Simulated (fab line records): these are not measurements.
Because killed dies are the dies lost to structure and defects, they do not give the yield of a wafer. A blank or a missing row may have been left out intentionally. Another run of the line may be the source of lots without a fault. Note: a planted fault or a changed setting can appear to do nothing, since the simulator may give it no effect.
fab line records	flow nandHarc
[record] lots = 6	wafers = 18	lastDay = 33
route steps=1302 shown A_ONON_D2@548 END@1302
lots that met no fault: from a run of the same line without faults
startH: hours from the record's first day to the start of the lot's first wafer shown	waitH: how many hours have passed since the lot's step before this one	" same as the row above	L1.1+2: one row covering several wafers at once	- no value present, or no start provided	* or withheld: withheld	< > ~ a bound
route shown NAME@n: a module of which the file shows steps, and the number in the route of the first	usual: mean and standard deviation over wafers with no fault	same: alike in all rows	chamber/n: place in a boat	sites: the reading at each site	_std_site: how widely they spread, as a standard deviation	_edge_site: inner sites' mean taken away from outer sites' mean	radiusMm: for every site, how far away it sits from the centre of the wafer	mask NAME#n: copy n	behind: the last tool/chamber to shape the wafer	hold: what put the lot on hold/how long, in hours/how the hold closed	device: the transistor (n, p or np) that didn't switch	end of line: the same wafers' tests at the end of the route	a step with no rows: only its recipe	killed: dies that structure and defects cost at the first sort, which is not the same as the wafer's yield	map: shows each die of a wafer: x if killed, . if not, _ if none is there
set.NAME: the setting that was run; set.NAME@STEP: the one run at that earlier step	model.NAME: the simulator's own value behind a step, which no gauge read
a table for each step, a row for each wafer; lots at some steps of the route
services: a tool's chamber out of use, with start hour (startH, from the record's first day; less than 0 if before it), hours out, and reason
[[steps]]
[step NHARC_A_ONON_D2_THK_MEAS_05]
[recipe] thkMeasGauge = ellipsometry
[usual] thkNm = 999/11
lot.wafer	tool	chamber	startH	waitH	thkNm
L377.3	filmMetro-01	-	290.41	-	998
L377.4	"	-	"	"	997
L377.6	"	-	"	"	997
L379.1	filmMetro-01	-	315.72	-	1016
L379.4	"	-	"	"	1013
L379.5	"	-	"	"	1017
L387.1	filmMetro-01	-	402.99	-	1014
L387.4	"	-	"	"	1013
L387.5	"	-	"	"	1015
L389.1	filmMetro-01	-	417.37	-	1002
L389.2	"	-	"	"	1003
L389.3	"	-	"	"	1004
L395.2	filmMetro-02	-	471.14	-	1003
L395.4	"	-	"	"	1003
L395.5	"	-	"	"	1003
L396.2	filmMetro-02	-	489.55	-	994
L396.3	"	-	"	"	993
L396.6	"	-	"	"	994
[step NHARC_A_ONON_D2_DEP_06]
[recipe] targetThkA = 10000	n2FlowSccm = 2750	n2oFlowSccm = 2000	nh3FlowSccm = 500	sih4FlowSccm = 210	tempC = 400
[step NHARC_A_ONON_D2_THK_MEAS_08]
[recipe] thkMeasGauge = ellipsometry
[usual] thkNm = 994/11
lot.wafer	tool	chamber	startH	waitH	thkNm
L377.3	filmMetro-01	-	290.98	-	979
L377.4	"	-	"	"	980
L377.6	"	-	"	"	979
L379.1	filmMetro-01	-	316.29	-	1008
L379.4	"	-	"	"	1006
L379.5	"	-	"	"	1005
L387.1	filmMetro-02	-	403.56	-	1011
L387.4	"	-	"	"	1013
L387.5	"	-	"	"	1012
L389.1	filmMetro-02	-	417.94	-	1003
L389.2	"	-	"	"	1003
L389.3	"	-	"	"	1001
L395.2	filmMetro-02	-	471.71	-	968
L395.4	"	-	"	"	972
L395.5	"	-	"	"	967
L396.2	filmMetro-02	-	490.12	-	991
L396.3	"	-	"	"	993
L396.6	"	-	"	"	990
[step NHARC_A_ONON_D2_DEP_09]
[recipe] targetThkA = 10000	n2FlowSccm = 2750	n2oFlowSccm = 2000	nh3FlowSccm = 500	sih4FlowSccm = 210	tempC = 400
[step NHARC_A_ONON_D2_THK_MEAS_11]
[recipe] thkMeasGauge = ellipsometry
[usual] thkNm = 998/9.7
lot.wafer	tool	chamber	startH	waitH	thkNm
L377.3	filmMetro-02	-	291.54	-	985
L377.4	"	-	"	"	984
L377.6	"	-	"	"	984
L379.1	filmMetro-02	-	316.85	-	998
L379.4	"	-	"	"	1001
L379.5	"	-	"	"	999
L387.1	filmMetro-02	-	404.13	-	992
L387.4	"	-	"	"	991
L387.5	"	-	"	"	994
L389.1	filmMetro-01	-	418.51	-	996
L389.2	"	-	"	"	996
L389.3	"	-	"	"	995
L395.2	filmMetro-02	-	472.28	-	989
L395.4	"	-	"	"	990
L395.5	"	-	"	"	990
L396.2	filmMetro-02	-	490.69	-	1008
L396.3	"	-	"	"	1009
L396.6	"	-	"	"	1010
[step NHARC_A_ONON_D2_DEP_12]
[recipe] targetThkA = 10000	n2FlowSccm = 2750	n2oFlowSccm = 2000	nh3FlowSccm = 500	sih4FlowSccm = 210	tempC = 400
[step NHARC_A_ONON_D2_THK_MEAS_14]
[recipe] thkMeasGauge = ellipsometry
[usual] thkNm = 997/10
lot.wafer	tool	chamber	startH	waitH	thkNm
L377.3	filmMetro-01	-	292.12	-	997
L377.4	"	-	"	"	999
L377.6	"	-	"	"	1000
L379.1	filmMetro-02	-	317.41	-	1009
L379.4	"	-	"	"	1006
L379.5	"	-	"	"	1007
L387.1	filmMetro-01	-	404.70	-	1008
L387.4	"	-	"	"	1008
L387.5	"	-	"	"	1009
L389.1	filmMetro-01	-	419.08	-	980
L389.2	"	-	"	"	980
L389.3	"	-	"	"	980
L395.2	filmMetro-02	-	472.84	-	998
L395.4	"	-	"	"	998
L395.5	"	-	"	"	999
L396.2	filmMetro-01	-	491.25	-	1000
L396.3	"	-	"	"	999
L396.6	"	-	"	"	999
[step NHARC_A_ONON_D2_ANNEAL_15]
[recipe] tempC = 750	timeS = 3600
[step NHARC_A_ONON_D2_DEP_16]
[recipe] targetThkA = 10000	n2FlowSccm = 2750	n2oFlowSccm = 2000	nh3FlowSccm = 500	sih4FlowSccm = 210	tempC = 400
[step NHARC_A_ONON_D2_THK_MEAS_18]
[recipe] thkMeasGauge = ellipsometry
[usual] thkNm = 998/8.7
lot.wafer	tool	chamber	startH	waitH	thkNm
L377.3	filmMetro-01	-	299.46	-	994
L377.4	"	-	"	"	996
L377.6	"	-	"	"	993
L379.1	filmMetro-02	-	324.76	-	999
L379.4	"	-	"	"	998
L379.5	"	-	"	"	999
L387.1	filmMetro-02	-	412.42	-	995
L387.4	"	-	"	"	996
L387.5	"	-	"	"	994
L389.1	filmMetro-01	-	426.65	-	1002
L389.2	"	-	"	"	1001
L389.3	"	-	"	"	1003
L395.2	filmMetro-02	-	480.89	-	983
L395.4	"	-	"	"	983
L395.5	"	-	"	"	983
L396.2	filmMetro-01	-	498.72	-	1006
L396.3	"	-	"	"	1006
L396.6	"	-	"	"	1006
[step NHARC_A_ONON_D2_DEP_19]
[recipe] targetThkA = 10000	n2FlowSccm = 2750	n2oFlowSccm = 2000	nh3FlowSccm = 500	sih4FlowSccm = 210	tempC = 400
[step NHARC_A_ONON_D2_THK_MEAS_21]
[recipe] thkMeasGauge = ellipsometry
[usual] thkNm = 1001/8.8
lot.wafer	tool	chamber	startH	waitH	thkNm
L377.3	filmMetro-02	-	300.02	-	991
L377.4	"	-	"	"	992
L377.6	"	-	"	"	994
L379.1	filmMetro-02	-	325.33	-	1006
L379.4	"	-	"	"	1006
L379.5	"	-	"	"	1006
L387.1	filmMetro-02	-	412.99	-	1019
L387.4	"	-	"	"	1017
L387.5	"	-	"	"	1017
L389.1	filmMetro-02	-	427.21	-	999
L389.2	"	-	"	"	998
L389.3	"	-	"	"	998
L395.2	filmMetro-01	-	481.45	-	1021
L395.4	"	-	"	"	1019
L395.5	"	-	"	"	1021
L396.2	filmMetro-02	-	499.29	-	995
L396.3	"	-	"	"	996
L396.6	"	-	"	"	994
[step NHARC_A_ONON_D2_DEP_22]
[recipe] targetThkA = 10000	n2FlowSccm = 2750	n2oFlowSccm = 2000	nh3FlowSccm = 500	sih4FlowSccm = 210	tempC = 400
lot.wafer	tool	chamber	startH	waitH
L377.3+4+6	pecvdOnon-01	0	300.19	0.2
L379.1+4+5	pecvdOnon-01	0	325.39	0.1
L387.1+4+5	pecvdOnon-01	0	413.04	0.1
L389.1+2+3	pecvdOnon-01	0	427.27	0.1
L395.2+4+5	pecvdOnon-02	0	481.57	0.1
L396.2+3+6	pecvdOnon-02	0	499.41	0.1
[step NHARC_A_ONON_D2_THK_MEAS_24]
[recipe] thkMeasGauge = ellipsometry
[usual] thkNm = 999/12
lot.wafer	tool	chamber	startH	waitH	thkNm
L377.3	filmMetro-02	-	300.58	-	1011
L377.4	"	-	"	"	1013
L377.6	"	-	"	"	1011
L379.1	filmMetro-02	-	325.89	-	989
L379.4	"	-	"	"	989
L379.5	"	-	"	"	988
L387.1	filmMetro-02	-	413.56	-	619
L387.4	"	-	"	"	618
L387.5	"	-	"	"	618
L389.1	filmMetro-02	-	427.78	-	620
L389.2	"	-	"	"	618
L389.3	"	-	"	"	620
L395.2	filmMetro-02	-	482.02	-	988
L395.4	"	-	"	"	987
L395.5	"	-	"	"	987
L396.2	filmMetro-01	-	499.86	-	997
L396.3	"	-	"	"	997
L396.6	"	-	"	"	994
[step NHARC_A_ONON_D2_DEP_25]
[recipe] targetThkA = 10000	n2FlowSccm = 2750	n2oFlowSccm = 2000	nh3FlowSccm = 500	sih4FlowSccm = 210	tempC = 400
[step NHARC_END_SORT_01]
[recipe] tempC = 25
[usual] killedAtArray = 55/20	killedAtOther = 0.7/0.96	killedAtPeriphery = 4.1/2.4	killedDies = 60/20	killedOpen = 3.3/1.9	killedShort = 2.8/1.6
[same] grossDies = 677
lot.wafer	tool	chamber	startH	waitH	killedAtArray	killedAtOther	killedAtPeriphery	killedDies	killedOpen	killedShort
L377.3	prober-02	0	586.26	3.1	45	0	3	48	6	4
L377.4	prober-02	0	587.06	3.4	43	0	3	46	2	3
L377.6	prober-02	0	588.66	4.0	45	0	4	49	4	2
L379.1	prober-02	0	607.09	2.5	43	2	6	51	5	1
L379.4	prober-02	0	609.51	3.4	57	1	4	62	0	2
L379.5	prober-02	0	610.32	3.7	46	0	3	49	2	3
L387.1	prober-01	0	690.12	2.5	669	1	7	677	1	4
L387.4	prober-01	0	692.53	3.4	670	1	6	677	4	1
L387.5	prober-01	0	693.33	3.7	673	0	4	677	3	4
L389.1	prober-02	0	713.48	2.5	675	0	2	677	0	4
L389.2	prober-02	0	714.28	2.8	668	1	8	677	8	3
L389.3	prober-02	0	715.08	3.1	674	0	3	677	8	3
// killed by level:class
L377.3 A_SLIT:chamberFilmFlake=21 A_CHANNEL_HOLE_D2:chamberFilmFlake=10 A_CONTACT:chamberFilmFlake=5 P_M0:geometricParticle:open=2 A_BLC:geometricParticle:open=2 A_STAIRCASE:chamberFilmFlake=2 P_M2:geometricParticle:open=1 A_DECK1_JOINT:geometricParticle:short=1
L377.4 A_SLIT:chamberFilmFlake=23 A_CHANNEL_HOLE_D2:chamberFilmFlake=6 A_CONTACT:chamberFilmFlake=4 A_CHANNEL_HOLE_D1:chamberFilmFlake=3 A_M0:geometricParticle:short=2 P_GATE:chamberFilmFlake=2 A_STAIRCASE:chamberFilmFlake=2 A_WL_FILL:geometricParticle:short=1
L377.6 A_SLIT:chamberFilmFlake=27 A_CHANNEL_HOLE_D2:chamberFilmFlake=5 A_CONTACT:chamberFilmFlake=4 P_GATE:chamberFilmFlake=3 A_WL_FILL:geometricParticle:open=2 A_ZERO_WELL:chamberFilmFlake=2 A_CHANNEL_HOLE_D1:chamberFilmFlake=2 P_CONTACT:geometricParticle:open=1
L379.1 A_CHANNEL_HOLE_D2:chamberFilmFlake=31 A_CHANNEL_HOLE_D1:chamberFilmFlake=4 P_M0:geometricParticle:open=2 P_GATE:chamberFilmFlake=2 A_CONTACT:chamberFilmFlake=2 THIN_TSV:chamberFilmFlake=2 P_CONTACT:geometricParticle:open=1 A_ONON_D1:geometricParticle:open=1
L379.4 A_CHANNEL_HOLE_D2:chamberFilmFlake=37 A_CONTACT:chamberFilmFlake=5 P_GATE:chamberFilmFlake=4 A_CHANNEL_HOLE_D1:chamberFilmFlake=3 A_M1:chamberFilmFlake=3 A_ZERO_WELL:chamberFilmFlake=2 A_DECK1_JOINT:chamberFilmFlake=2 A_STAIRCASE:chamberFilmFlake=2
L379.5 A_CHANNEL_HOLE_D2:chamberFilmFlake=30 A_CHANNEL_HOLE_D1:chamberFilmFlake=3 A_CONTACT:chamberFilmFlake=3 A_ONON_D1:geometricParticle:short=2 P_GATE:chamberFilmFlake=2 A_DECK1_JOINT:chamberFilmFlake=2 A_STAIRCASE:chamberFilmFlake=2 P_M1:geometricParticle:short=1
L387.1 A_ONON_D2:areaDep=617 A_CHANNEL_HOLE_D1:chamberFilmFlake=29 A_SLIT:chamberFilmFlake=6 A_CONTACT:chamberFilmFlake=6 P_GATE:chamberFilmFlake=4 A_WL_FILL:chamberFilmFlake=3 A_CHANNEL_HOLE_D2:chamberFilmFlake=2 P_CONTACT:geometricParticle:short=1
L387.4 A_ONON_D2:areaDep=623 A_CHANNEL_HOLE_D1:chamberFilmFlake=27 A_CONTACT:chamberFilmFlake=9 A_CHANNEL_HOLE_D2:chamberFilmFlake=4 P_CONTACT:chamberFilmFlake=3 A_M0:geometricParticle:open=2 P_GATE:chamberFilmFlake=2 A_WL_FILL:chamberFilmFlake=2
L387.5 A_ONON_D2:areaDep=605 A_CHANNEL_HOLE_D1:chamberFilmFlake=30 A_CONTACT:chamberFilmFlake=10 A_SLIT:chamberFilmFlake=8 A_WL_FILL:chamberFilmFlake=5 A_CHANNEL_HOLE_D2:chamberFilmFlake=4 A_STAIRCASE:chamberFilmFlake=4 A_CHANNEL_HOLE_D2:geometricParticle:short=2
L389.1 A_ONON_D2:areaDep=610 A_CHANNEL_HOLE_D1:chamberFilmFlake=29 A_CHANNEL_HOLE_D2:chamberFilmFlake=21 A_CONTACT:chamberFilmFlake=4 A_SLIT:chamberFilmFlake=3 A_STAIRCASE:chamberFilmFlake=3 A_ONON_D1:geometricParticle:short=2 A_DECK1_JOINT:geometricParticle:short=1
L389.2 A_ONON_D2:areaDep=596 A_CHANNEL_HOLE_D1:chamberFilmFlake=34 A_CHANNEL_HOLE_D2:chamberFilmFlake=23 A_STAIRCASE:chamberFilmFlake=4 P_GATE:chamberFilmFlake=3 P_CONTACT:geometricParticle:open=2 A_ONON_D2:geometricParticle:open=2 A_M0:geometricParticle:open=2
L389.3 A_ONON_D2:areaDep=611 A_CHANNEL_HOLE_D1:chamberFilmFlake=26 A_CHANNEL_HOLE_D2:chamberFilmFlake=20 A_M0:geometricParticle:open=3 A_CONTACT:chamberFilmFlake=3 P_CONTACT:geometricParticle:open=2 A_ONON_D1:geometricParticle:open=2 A_STAIRCASE:chamberFilmFlake=2
// map L387.1 (x killed, . not)
____________x____________
_________xxxxxxx_________
_______xxxxxxxxxxx_______
______xxxxxxxxxxxxx______
_____xxxxxxxxxxxxxxx_____
____xxxxxxxxxxxxxxxxx____
____xxxxxxxxxxxxxxxxx____
___xxxxxxxxxxxxxxxxxxx___
___xxxxxxxxxxxxxxxxxxx___
__xxxxxxxxxxxxxxxxxxxxx__
__xxxxxxxxxxxxxxxxxxxxx__
_xxxxxxxxxxxxxxxxxxxxxxx_
_xxxxxxxxxxxxxxxxxxxxxxx_
_xxxxxxxxxxxxxxxxxxxxxxx_
_xxxxxxxxxxxxxxxxxxxxxxx_
_xxxxxxxxxxxxxxxxxxxxxxx_
xxxxxxxxxxxxxxxxxxxxxxxxx
xxxxxxxxxxxxxxxxxxxxxxxxx
xxxxxxxxxxxxxxxxxxxxxxxxx
xxxxxxxxxxxxxxxxxxxxxxxxx
xxxxxxxxxxxxxxxxxxxxxxxxx
_xxxxxxxxxxxxxxxxxxxxxxx_
_xxxxxxxxxxxxxxxxxxxxxxx_
_xxxxxxxxxxxxxxxxxxxxxxx_
_xxxxxxxxxxxxxxxxxxxxxxx_
_xxxxxxxxxxxxxxxxxxxxxxx_
__xxxxxxxxxxxxxxxxxxxxx__
__xxxxxxxxxxxxxxxxxxxxx__
___xxxxxxxxxxxxxxxxxxx___
___xxxxxxxxxxxxxxxxxxx___
____xxxxxxxxxxxxxxxxx____
____xxxxxxxxxxxxxxxxx____
_____xxxxxxxxxxxxxxx_____
______xxxxxxxxxxxxx______
_______xxxxxxxxxxx_______
_________xxxxxxx_________
____________x____________
// map L389.1 (x killed, . not)
____________x____________
_________xxxxxxx_________
_______xxxxxxxxxxx_______
______xxxxxxxxxxxxx______
_____xxxxxxxxxxxxxxx_____
____xxxxxxxxxxxxxxxxx____
____xxxxxxxxxxxxxxxxx____
___xxxxxxxxxxxxxxxxxxx___
___xxxxxxxxxxxxxxxxxxx___
__xxxxxxxxxxxxxxxxxxxxx__
__xxxxxxxxxxxxxxxxxxxxx__
_xxxxxxxxxxxxxxxxxxxxxxx_
_xxxxxxxxxxxxxxxxxxxxxxx_
_xxxxxxxxxxxxxxxxxxxxxxx_
_xxxxxxxxxxxxxxxxxxxxxxx_
_xxxxxxxxxxxxxxxxxxxxxxx_
xxxxxxxxxxxxxxxxxxxxxxxxx
xxxxxxxxxxxxxxxxxxxxxxxxx
xxxxxxxxxxxxxxxxxxxxxxxxx
xxxxxxxxxxxxxxxxxxxxxxxxx
xxxxxxxxxxxxxxxxxxxxxxxxx
_xxxxxxxxxxxxxxxxxxxxxxx_
_xxxxxxxxxxxxxxxxxxxxxxx_
_xxxxxxxxxxxxxxxxxxxxxxx_
_xxxxxxxxxxxxxxxxxxxxxxx_
_xxxxxxxxxxxxxxxxxxxxxxx_
__xxxxxxxxxxxxxxxxxxxxx__
__xxxxxxxxxxxxxxxxxxxxx__
___xxxxxxxxxxxxxxxxxxx___
___xxxxxxxxxxxxxxxxxxx___
____xxxxxxxxxxxxxxxxx____
____xxxxxxxxxxxxxxxxx____
_____xxxxxxxxxxxxxxx_____
______xxxxxxxxxxxxx______
_______xxxxxxxxxxx_______
_________xxxxxxx_________
____________x____________
[[services]]
tool	chamber	startH	hours	kind
pecvdOnon-02	-	366.09	13.0	pm
pecvdOnon-01	-	450.00	13.0	pm
pecvdOnon-02	-	469.83	2.5	repair
[[key]]
[firstSign] step = NHARC_A_ONON_D2_THK_MEAS_24	reading = thkNm	direction = down	sigmas = 33	usual = 999	struck = 619
[effect] step = NHARC_END_SORT_01	reading = killedDies	direction = up	sigmas = 31	usual = 60	struck = 677
[moreKillsBornAt] NHARC_A_ONON_D2_DEP_22@pecvdOnon-01 = 3662
metAt NHARC_A_ONON_D2_DEP_22
struckWafers L387.1,L387.4,L387.5,L389.1,L389.2,L389.3
laterRowsLeftOut L387.1,L387.4,L387.5,L389.1,L389.2,L389.3
testerLeftOut L387,L389
onsetBetween 325.39 413.04
[fault] kind = processParameterDrift	tool = pecvdOnon-01	chamber = 0	onsetH = 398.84	steps = NHARC_A_ONON_D2_DEP_22	channel = targetThkA	offset = *	shape = step	endH = 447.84	actsIn = *	stated = *
// testerLeftOut: of these lots the tester's yield and bins aren't shown, on N5 and GAA mostly nor the transistor test; their killed dies are dies lost to structure and defects alone, not to doping, threshold or leakage, so they don't give the yield
// laterRowsLeftOut: the simulator's readings of these wafers behind a module that went badly wrong aren't trusted and aren't shown, but for the sort
